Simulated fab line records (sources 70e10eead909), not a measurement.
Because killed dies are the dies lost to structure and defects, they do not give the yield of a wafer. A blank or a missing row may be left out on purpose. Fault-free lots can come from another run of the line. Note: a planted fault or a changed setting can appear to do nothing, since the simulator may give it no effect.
Which tool is to blame?    flow nandHarc    24 lots, 72 wafers sampled, at 6 steps of a route of 1159

WHAT EACH GAUGE READ, for each wafer
The record holds no reading of a measuring or inspecting step that can be judged against a usual standard deviation.

WHAT TOOL EACH LOT RAN ON (gives the tool, then ch and the chambers of the sampled wafers, and finally the start)
lot   NHARC_A_CONTACT_ETCH_126            NHARC_A_CONTACT_ETCH_128            NHARC_A_CONTACT_ETCH_133            NHARC_A_CONTACT_DEP_84        NHARC_A_CONTACT_ETCH_139            NHARC_A_BLC_ALD_23
L075  harCapEtch-02 ch 0,1, day 16 19:08  harCapEtch-02 ch 0,1, day 16 19:31  harCapEtch-02 ch 0,1, day 16 20:31  aclDep-01 ch 0, day 16 22:41  harCapEtch-03 ch 0,1, day 17 02:37  aldMetal-02 ch 2,3, day 17 15:26
L076  harCapEtch-03 ch 0,1, day 16 19:55  harCapEtch-03 ch 0,1, day 16 20:12  harCapEtch-03 ch 0,1, day 16 20:55  aclDep-03 ch 0, day 16 22:55  harCapEtch-01 ch 0,1, day 17 02:39  aldMetal-01 ch 0,2,3, day 17 14:53
L074  harCapEtch-01 ch 0,1, day 17 00:29  harCapEtch-01 ch 0,1, day 17 00:47  harCapEtch-01 ch 0,1, day 17 01:31  aclDep-03 ch 0, day 17 03:43  harCapEtch-02 ch 0,1, day 17 07:35  aldMetal-02 ch 0,1, day 17 18:58
L079  harCapEtch-03 ch 0, day 17 08:38    harCapEtch-03 ch 0, day 17 08:56    harCapEtch-03 ch 0, day 17 09:38    aclDep-01 ch 0, day 17 11:56  harCapEtch-01 ch 0,1, day 17 15:40  aldMetal-01 ch 0,1,2, day 17 21:32
L078  harCapEtch-01 ch 0,1, day 17 10:35  harCapEtch-01 ch 0,1, day 17 10:53  harCapEtch-01 ch 0,1, day 17 11:38  aclDep-01 ch 0, day 17 15:20  harCapEtch-02 ch 0,1, day 17 19:23  aldMetal-01 ch 0,1,2, day 18 00:58
L080  harCapEtch-03 ch 0,1, day 17 14:11  harCapEtch-03 ch 0,1, day 17 14:28  harCapEtch-03 ch 0,1, day 17 15:11  aclDep-02 ch 0, day 17 18:51  harCapEtch-01 ch 0,1, day 17 23:00  aldMetal-02 ch 0,1,3, day 18 04:45
L077  harCapEtch-03 ch 0,1, day 17 21:46  harCapEtch-03 ch 0,1, day 17 22:03  harCapEtch-03 ch 0,1, day 17 22:49  aclDep-02 ch 0, day 18 01:59  harCapEtch-03 ch 0,1, day 18 05:22  aldMetal-02 ch 0,1,3, day 18 12:52
L081  harCapEtch-01 ch 0,1, day 18 07:15  harCapEtch-01 ch 0,1, day 18 07:32  harCapEtch-01 ch 0,1, day 18 08:14  aclDep-01 ch 0, day 18 10:02  harCapEtch-01 ch 0,1, day 18 14:06  aldMetal-04 ch 1,2,3, day 18 19:56
L082  harCapEtch-03 ch 0,1, day 18 19:31  harCapEtch-03 ch 0,1, day 18 19:48  harCapEtch-03 ch 0,1, day 18 20:31  aclDep-01 ch 0, day 18 22:28  harCapEtch-03 ch 0, day 19 02:49    aldMetal-01 ch 0,1,3, day 19 12:46
L083  harCapEtch-02 ch 0,1, day 18 20:02  harCapEtch-02 ch 0,1, day 18 20:24  harCapEtch-02 ch 0,1, day 18 21:22  aclDep-03 ch 0, day 18 23:26  harCapEtch-02 ch 0,1, day 19 03:16  aldMetal-02 ch 0,2,3, day 19 13:26
L084  harCapEtch-01 ch 0,1, day 19 05:37  harCapEtch-01 ch 0,1, day 19 05:54  harCapEtch-01 ch 0,1, day 19 06:38  aclDep-01 ch 0, day 19 08:19  harCapEtch-03 ch 0,1, day 19 12:13  aldMetal-01 ch 1,2, day 19 18:13
L086  harCapEtch-02 ch 1, day 19 23:19    harCapEtch-02 ch 1, day 19 23:49    harCapEtch-02 ch 1, day 20 01:07    aclDep-02 ch 0, day 20 03:10  harCapEtch-03 ch 0,1, day 20 06:41  aldMetal-02 ch 0,1,2, day 20 13:09
L085  harCapEtch-01 ch 0,1, day 19 23:24  harCapEtch-01 ch 0,1, day 19 23:41  harCapEtch-01 ch 0,1, day 20 00:25  aclDep-01 ch 0, day 20 02:06  harCapEtch-02 ch 0,1, day 20 06:31  aldMetal-01 ch 2,3, day 20 12:14
L087  harCapEtch-03 ch 0,1, day 20 04:20  harCapEtch-03 ch 0,1, day 20 04:38  harCapEtch-03 ch 0,1, day 20 05:20  aclDep-01 ch 0, day 20 09:27  harCapEtch-03 ch 0,1, day 20 13:11  aldMetal-02 ch 1,2,3, day 20 19:33
L091  harCapEtch-02 ch 0,1, day 20 14:35  harCapEtch-02 ch 0,1, day 20 15:05  harCapEtch-02 ch 0,1, day 20 16:23  aclDep-02 ch 0, day 20 21:26  harCapEtch-01 ch 0,1, day 21 01:45  aldMetal-02 ch 0,2,3, day 21 12:01
L090  harCapEtch-01 ch 0,1, day 20 17:26  harCapEtch-01 ch 0,1, day 20 17:43  harCapEtch-01 ch 0,1, day 20 18:27  aclDep-03 ch 0, day 20 23:04  harCapEtch-02 ch 0,1, day 21 03:32  aldMetal-01 ch 0,1,2, day 21 12:43
L089  harCapEtch-03 ch 0, day 20 19:53    harCapEtch-03 ch 0, day 20 20:10    harCapEtch-03 ch 0, day 20 20:54    aclDep-02 ch 0, day 21 01:58  harCapEtch-03 ch 0,1, day 21 05:46  aldMetal-02 ch 0,1, day 21 13:37
L088  harCapEtch-01 ch 0,1, day 20 20:48  harCapEtch-01 ch 0,1, day 20 21:05  harCapEtch-01 ch 0,1, day 20 21:49  aclDep-03 ch 0, day 21 06:18  harCapEtch-03 ch 0,1, day 21 10:09  aldMetal-01 ch 1,3, day 21 16:28
L093  harCapEtch-03 ch 0,1, day 21 01:41  harCapEtch-03 ch 0,1, day 21 01:58  harCapEtch-03 ch 0,1, day 21 02:42  aclDep-02 ch 0, day 21 08:44  harCapEtch-03 ch 0,1, day 21 12:28  aldMetal-02 ch 0,1,2, day 21 18:13
L092  harCapEtch-02 ch 0,1, day 21 08:49  harCapEtch-02 ch 0,1, day 21 09:11  harCapEtch-02 ch 0,1, day 21 10:10  aclDep-02 ch 0, day 21 13:29  harCapEtch-03 ch 0,1, day 21 17:20  aldMetal-01 ch 0,2,3, day 22 03:07
L094  harCapEtch-01 ch 0, day 21 10:56    harCapEtch-01 ch 0, day 21 11:13    harCapEtch-01 ch 0, day 21 11:58    aclDep-02 ch 0, day 21 14:44  harCapEtch-02 ch 0, day 21 18:55    aldMetal-04 ch 1,2,3, day 22 03:16
L096  harCapEtch-02 ch 0,1, day 21 12:33  harCapEtch-02 ch 0,1, day 21 12:56  harCapEtch-02 ch 0,1, day 21 13:53  aclDep-01 ch 0, day 21 15:47  harCapEtch-03 ch 0,1, day 21 20:23  aldMetal-02 ch 0,1,3, day 22 03:43
L095  harCapEtch-01 ch 0,1, day 21 16:21  harCapEtch-01 ch 0,1, day 21 16:38  harCapEtch-01 ch 0,1, day 21 17:25  aclDep-01 ch 0, day 21 20:53  harCapEtch-01 ch 0,1, day 22 00:29  aldMetal-01 ch 0,1,3, day 22 12:26
L097  harCapEtch-02 ch 0,1, day 22 14:19  harCapEtch-02 ch 0,1, day 22 14:36  harCapEtch-02 ch 0,1, day 22 15:20  aclDep-03 ch 0, day 22 18:14  harCapEtch-01 ch 0, day 22 22:02    aldMetal-01 ch 0,3, day 23 11:52
- NHARC_A_CONTACT_ETCH_126: etches the open film in C4F8/O2/Ar, time 155 s, target depth 956 nm.
- NHARC_A_CONTACT_ETCH_128: etches the open film in C4F8/O2/Ar, time 155 s, target depth 956 nm.
- NHARC_A_CONTACT_ETCH_133: etches the open film in C4F8/O2/Ar, time 195 s, target depth 840 nm.
- NHARC_A_CONTACT_DEP_84: deposits aC, target thk 2000 nm.
- NHARC_A_CONTACT_ETCH_139: etches the open film in C4F8/O2/Ar, time 137 s, target depth 590 nm.
- NHARC_A_BLC_ALD_23: deposits TiN, target thk 3 nm, pulse time 1 s, ald cycles 150.

AS READ BY THE TOOLS THEMSELVES (means over the sampled wafers that have a number; for cases with no such wafer, the mark the record gives instead)
NHARC_A_CONTACT_DEP_84.
lot   tool       throttleValvePct (%)
L075  aclDep-01  35.000
L076  aclDep-03  35.010
L074  aclDep-03  35.001
L079  aclDep-01  34.992
L078  aclDep-01  35.004
L080  aclDep-02  34.998
L077  aclDep-02  34.999
L081  aclDep-01  34.999
L082  aclDep-01  35.002
L083  aclDep-03  35.000
L084  aclDep-01  34.999
L086  aclDep-02  34.993
L085  aclDep-01  35.004
L087  aclDep-01  35.002
L091  aclDep-02  34.994
L090  aclDep-03  35.005
L089  aclDep-02  35.001
L088  aclDep-03  35.007
L093  aclDep-02  35.015
L092  aclDep-02  35.000
L094  aclDep-02  35.001
L096  aclDep-01  34.996
L095  aclDep-01  34.996
L097  aclDep-03  35.003

NHARC_A_BLC_ALD_23.
lot   tool         heaterPowerOuterW (W)  heaterPowerW (W)  precursorPulseHeightRel
L075  aldMetal-02  738                    1127              1.001
L076  aldMetal-01  638                    1031              0.993
L074  aldMetal-02  712                    1083              0.994
L079  aldMetal-01  620                    979               1.002
L078  aldMetal-01  605                    984               1.002
L080  aldMetal-02  700                    1073              0.994
L077  aldMetal-02  692                    1062              0.985
L081  aldMetal-04  621                    1001              1.006
L082  aldMetal-01  639                    1038              0.994
L083  aldMetal-02  737                    1132              1.013
L084  aldMetal-01  644                    1032              1.012
L086  aldMetal-02  736                    1124              1.000
L085  aldMetal-01  705                    1142              1.002
L087  aldMetal-02  727                    1123              1.007
L091  aldMetal-02  751                    1151              0.964
L090  aldMetal-01  599                    965               0.983
L089  aldMetal-02  710                    1099              0.999
L088  aldMetal-01  698                    1115              1.007
L093  aldMetal-02  728                    1106              1.016
L092  aldMetal-01  637                    1035              1.003
L094  aldMetal-04  625                    1005              1.003
L096  aldMetal-02  700                    1085              0.997
L095  aldMetal-01  640                    1026              0.992
L097  aldMetal-01  684                    1092              0.984

THE ANSWER, worked out from the rows above alone
Rule: the lots themselves supply what counts as usual. Put in order of their means at a reading, lots are off if they are a third of the lots or fewer, leave a main group of 4 or more, and stand apart from it by a gap of 3 or more times the standard deviation of the main group's means; of several such gaps the widest counts. A main group whose means are all the same, to the digits that the tables above print for the reading, isn't used. A lot without any number at a reading at which 4 lots or more have one is off too. All remaining lots with rows at the step are treated as sound. After the gauges, taken in route order, come the tools' own readings; for these a lot's mean is taken, as printed above. At the first step where some lot is off, the reading lying furthest off is the one used; lots without a number count as furthest.
None of the lots is off at any reading shown; this tells nothing.

WHAT WAS PUT IN BY THE SIMULATOR
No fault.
